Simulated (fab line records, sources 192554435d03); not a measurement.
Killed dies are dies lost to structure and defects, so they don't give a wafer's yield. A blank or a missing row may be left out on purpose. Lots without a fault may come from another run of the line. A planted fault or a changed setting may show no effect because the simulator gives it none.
One fault seen from 3 desks | flow n5_finfet | each desk has only its own numbers; what lay behind them comes last

THE DEFECT DESK
What the inspections along the route counted, lot by lot: means of the sampled wafers that have a number. A lot is out of limits, marked OUT, if its mean lies more than 4 standard deviations from the usual mean; the brackets give that distance.
Columns: A = raw_defect_count at N5_SD_EPI_N_INSPECT_11, usual 2.1
lot  | first seen here | A
L722 | day 5 21:28     | 3.0
L723 | day 6 01:51     | 1.0
L726 | day 6 19:22     | 1.5
L729 | day 7 11:36     | 3.0
L730 | day 7 18:34     | 3.5
L732 | day 8 06:36     | 1.3
L733 | day 8 13:59     | 2.3
This desk's finding: nothing out of limits on any of the 7 lots.

THE METROLOGY DESK
What the gauges read, lot by lot, whatever tool the lot ran on: means of the sampled wafers that have a number. A lot is out of limits, marked OUT, if its mean lies more than 4 standard deviations from the usual mean; the brackets give that distance.
Columns: A = cd_nm at N5_SD_EPI_N_CD_MEAS_09, usual 120.2 nm; B = SD_N_BLK_OVL at N5_SD_EPI_N_OVL_MEAS_10, usual 0.2 nm
lot  | first seen here | A     | B
L722 | day 5 21:24     | 120.0 | 1.0
L723 | day 6 01:47     | 120.1 | 0.1
L726 | day 6 19:19     | 120.8 | 0.2
L729 | day 7 11:32     | 120.8 | 0.2
L730 | day 7 18:31     | 120.2 | 0.5
L732 | day 8 06:33     | 119.6 | 0.6
L733 | day 8 13:56     | 119.8 | -0.8
This desk's finding: nothing out of limits on any of the 7 lots.

THE TOOL OWNER'S DESK: rie_diel-03
The tool's own readings at N5_SD_EPI_N_ETCH_45 (etches SiOCN in CH3F/O2, target depth 6 nm): means of the sampled wafers that have a number, for each lot that ran on this tool. A lot is out of limits, marked OUT, if its mean lies more than 4 standard deviations from the usual mean; the brackets give that distance.
Columns: A = drypump_motor_current_A at N5_SD_EPI_N_ETCH_45, usual 5.53 A; B = oes_product_au at N5_SD_EPI_N_ETCH_45, usual 0.77 a.u.; C = rf_vpp_V at N5_SD_EPI_N_ETCH_45, usual 127.4 V; D = showerhead_plenum_p_Torr at N5_SD_EPI_N_ETCH_45, usual 1.99 Torr; E = throttle_valve_pct at N5_SD_EPI_N_ETCH_45, usual 23.25 %
lot  | first seen here | A    | B    | C     | D    | E
L723 | day 6 02:24     | 5.69 | 0.74 | 126.6 | 2.03 | 23.06
L726 | day 6 20:13     | 5.20 | 0.92 | 128.2 | 2.08 | 23.36
L729 | day 7 12:37     | 5.19 | 0.90 | 128.8 | 2.08 | 23.37
L730 | day 7 19:09     | 5.84 | 0.68 | 127.2 | 2.07 | 23.64
This desk's finding: nothing out of limits on any of the 4 lots.

PUT TOGETHER
The defect desk saw nothing out of limits.
The metrology desk saw nothing out of limits.
The tool owner's desk saw nothing out of limits.

WHAT THE SIMULATOR HAD PUT IN
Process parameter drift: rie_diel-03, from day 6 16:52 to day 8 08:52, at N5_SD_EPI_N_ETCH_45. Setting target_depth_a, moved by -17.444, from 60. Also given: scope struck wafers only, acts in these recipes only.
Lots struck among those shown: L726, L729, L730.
